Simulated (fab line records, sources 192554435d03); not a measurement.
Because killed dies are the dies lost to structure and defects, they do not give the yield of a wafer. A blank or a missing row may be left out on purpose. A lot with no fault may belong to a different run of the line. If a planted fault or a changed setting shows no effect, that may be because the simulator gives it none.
What tool caused it? -- flow n5-finfet -- 9 lots with 27 wafers sampled at 2 steps, on a route of 1938 steps

== WHAT THE GAUGES READ, wafer by wafer ==
N5_FIN_SAQP_CD_MEAS_27: target cd 20 nm.
lot,measured,on,cd-nm (nm)
L862,day 2 02:48,cd-sem-02,20.34 20.23 20.37
L864,day 2 13:03,cd-sem-02,20.66 20.72 20.49
L871,day 4 07:49,cd-sem-01,20.08 19.89 20.13
L872,day 4 15:07,cd-sem-01,20.25 19.87 20.38
L875,day 5 05:53,cd-sem-02,20.17 20.54 20.10
L877,day 5 19:14,cd-sem-01,20.52 20.37 20.20
L882,day 7 00:08,cd-sem-01,20.40 20.59 20.15
L883,day 7 07:05,cd-sem-01,19.85 20.27 20.20
L884,day 7 13:23,cd-sem-02,20.31 20.18 20.40

== EACH LOT AND THE TOOL THAT RAN IT (in order: tool; ch and the chambers of the sampled wafers; start) ==
lot,N5_FIN_SAQP_SPACER1_ALD_24
L862,"ald-sin-01 ch 1,3, day 2 01:51"
L864,"ald-sin-01 ch 0,1, day 2 12:08"
L871,"ald-sin-02 ch 0,2,3, day 4 06:52"
L872,"ald-sin-03 ch 0,1,2, day 4 14:13"
L875,"ald-sin-03 ch 0,1, day 5 04:58"
L877,"ald-sin-02 ch 1,2,3, day 5 18:16"
L882,"ald-sin-02 ch 0,1, day 6 23:13"
L883,"ald-sin-02 ch 0,1,3, day 7 06:10"
L884,"ald-sin-01 ch 0,1,3, day 7 12:15"
- N5_FIN_SAQP_SPACER1_ALD_24: deposits SiO2, target thk 20.3 nm, pulse time 1 s, purge time 2 s.

== THE ANSWER, worked out from the rows above alone ==
Rule: what is usual is taken from the lots themselves. Put in order of their means at a reading, lots are off if they are a third of the lots or fewer, leave a main group of 4 or more, and stand apart from it by a gap of 3 or more times the standard deviation of the main group's means; of several such gaps the widest counts. The tables above print the reading to a certain number of digits; a main group whose means all agree to those digits is not used. Also off: a lot with no number at a reading for which 4 or more lots have one. Where the step has rows for the other lots, those lots are counted as sound.
None of the lots is off at any reading shown; this tells nothing.

== WHAT THE SIMULATOR HAD PUT IN ==
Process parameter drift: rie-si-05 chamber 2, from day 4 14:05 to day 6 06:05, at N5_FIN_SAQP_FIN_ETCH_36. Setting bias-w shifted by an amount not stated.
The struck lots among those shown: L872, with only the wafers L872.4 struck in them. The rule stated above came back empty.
